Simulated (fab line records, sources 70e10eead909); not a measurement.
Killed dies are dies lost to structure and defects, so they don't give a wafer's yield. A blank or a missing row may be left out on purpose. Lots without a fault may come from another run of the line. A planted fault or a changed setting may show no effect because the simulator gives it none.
Chamber matching | flow nand_harc | NHARC_A_STAIRCASE_ETCH_253 on rie_diel-01: 4 sister chambers
The step etches the open film in C4F8/O2, target depth 50 nm, time 20.2 s. 18 wafers are shown with their chamber, then 9 later ones without.

WAFERS WITH THEIR CHAMBER
wafer  | chamber | rf_vpp_V (V) | oes_product_au (a.u.)
L074.4 | 0       | 894          | 0.978
L074.5 | 1       | 896          | 0.978
L074.6 | 2       | 904          | 0.950
L076.2 | 1       | 896          | 0.948
L076.4 | 2       | 903          | 0.956
L076.5 | 1       | 896          | 0.966
L075.2 | 1       | 897          | 0.945
L075.3 | 2       | 905          | 0.963
L075.5 | 3       | 889          | 0.960
L082.1 | 0       | 893          | 0.979
L082.3 | 2       | 904          | 0.966
L082.6 | 2       | 905          | 0.967
L083.1 | 0       | 894          | 0.931
L083.4 | 2       | 904          | 0.934
L083.6 | 2       | 904          | 0.931
L087.2 | 0       | 894          | 0.921
L087.5 | 0       | 892          | 0.919
L087.6 | 1       | 896          | 0.927

SIGNATURES (means of the wafers above)
reading        | chamber 0 | chamber 1 | chamber 2 | chamber 3 | scatter within a chamber
rf_vpp_V       | 893.40    | 896.20    | 904.14    | 889.00    | 0.7
oes_product_au | 0.94560   | 0.95280   | 0.95243   | 0.96000   | 0.0217
Rule: a wafer's distance from a chamber is the root of the sum, over the readings, of the square of ((its reading less the chamber's mean) divided by the reading's scatter). The wafer belongs to the nearest chamber; if the next one is less than 2 further off, it can't be placed. The scatter: the root of (the sum of the squares of (reading less its chamber's mean) over the shown wafers, divided by (wafers less chambers)).

WAFERS WITHOUT THEIR CHAMBER
wafer  | rf_vpp_V (V) | oes_product_au (a.u.)
L090.3 | 889          | 0.930
L090.4 | 903          | 0.938
L090.6 | 904          | 0.946
L091.3 | 895          | 0.977
L091.4 | 889          | 0.962
L091.6 | 903          | 0.966
L094.2 | 888          | 0.962
L094.4 | 893          | 0.952
L094.6 | 894          | 0.956

WHICH CHAMBER EACH WENT THROUGH
wafer  | from the rows above     | in truth
L090.3 | 3                       | 3
L090.4 | 2                       | 2
L090.6 | 2                       | 2
L091.3 | can't be placed: 1 or 0 | 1
L091.4 | 3                       | 3
L091.6 | 2                       | 2
L094.2 | 3                       | 3
L094.4 | 0                       | 0
L094.6 | 0                       | 0
Placed correctly: 8 of 9. Can't be placed from these rows: 1 (the true chamber is among the candidates in 1). Placed wrongly: 0.
